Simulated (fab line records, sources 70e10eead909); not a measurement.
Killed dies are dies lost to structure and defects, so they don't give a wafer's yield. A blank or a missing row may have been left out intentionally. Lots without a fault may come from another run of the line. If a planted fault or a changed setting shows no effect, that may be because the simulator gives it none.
Which tool did it?	flow nand-harc	7 lots with 21 wafers sampled at 3 steps, on a route of 1302 steps

WHAT EACH GAUGE READ, for each wafer
NHARC_A_ONON_D1_THK_MEAS_11: measures by ellipsometry.
lot	measured	on	thk-nm (nm)
L855	day 8 14:44	film-metro-02	992 994 995
L856	day 8 21:55	film-metro-02	990 992 991
L860	day 10 20:58	film-metro-01	975 976 976
L862	day 11 11:19	film-metro-01	994 994 996
L865	day 12 13:15	film-metro-02	1013 1014 1014
L869	day 14 18:22	film-metro-01	1015 1615 1015
L875	day 18 10:10	film-metro-01	1004 1002 1003

WHAT TOOL EACH LOT RAN ON (gives the tool, then ch and the chambers of the sampled wafers, and finally the start)
lot	NHARC_A_ZERO_WELL_ETCH_19	NHARC_A_ONON_D1_DEP_09
L855	rie-diel-07 ch 0,1,3, day 7 10:38	pecvd-onon-03 ch 0, day 8 14:17
L856	rie-diel-09 ch 0,1,2, day 7 22:15	pecvd-onon-01 ch 0, day 8 21:28
L860	rie-diel-09 ch 0,1,3, day 9 20:56	pecvd-onon-02 ch 0, day 10 20:28
L862	rie-diel-07 ch 0,2,3, day 10 11:41	pecvd-onon-03 ch 0, day 11 10:52
L865	rie-diel-07 ch 2,3, day 11 13:25	pecvd-onon-03 ch 0, day 12 12:48
L869	rie-diel-09 ch 0,1,3, day 13 11:59	pecvd-onon-03 ch 0, day 14 17:55
L875	rie-diel-07 ch 0,2,3, day 17 08:17	pecvd-onon-01 ch 0, day 18 09:43
- NHARC_A_ZERO_WELL_ETCH_19: etches the open film in N2/H2, target depth 80 nm, overetch 24 nm, time 87.88 s.
- NHARC_A_ONON_D1_DEP_09: target thk 1000 nm.

THE ANSWER, worked out from the rows above alone
Rule: what is usual is taken from the lots themselves. Put in order of their means at a reading, lots are off if they are a third of the lots or fewer, leave a main group of 4 or more, and stand apart from it by a gap of 3 or more times the standard deviation of the main group's means; of several such gaps the widest counts. A main group is skipped when, at the precision printed for the reading in the tables above, its means are all equal. Also off: a lot with no number at a reading for which 4 or more lots have one. Any other lot the step has rows for is counted as sound.
Off: L869 (NHARC_A_ONON_D1_THK_MEAS_11, thk-nm). The main group has a mean of 995 nm with a standard deviation of 12.
If a tool, at a process step before that reading, ran all the lots that are off and no sound lot after the first of them, it fits. Gauges at NHARC_A_ONON_D1_THK_MEAS_11: tried the same way as those tools. Can't be told from this: 2 tools fit, rie-diel-09 at NHARC_A_ZERO_WELL_ETCH_19, pecvd-onon-03 at NHARC_A_ONON_D1_DEP_09.

WHAT HAD BEEN PUT IN BY THE SIMULATOR
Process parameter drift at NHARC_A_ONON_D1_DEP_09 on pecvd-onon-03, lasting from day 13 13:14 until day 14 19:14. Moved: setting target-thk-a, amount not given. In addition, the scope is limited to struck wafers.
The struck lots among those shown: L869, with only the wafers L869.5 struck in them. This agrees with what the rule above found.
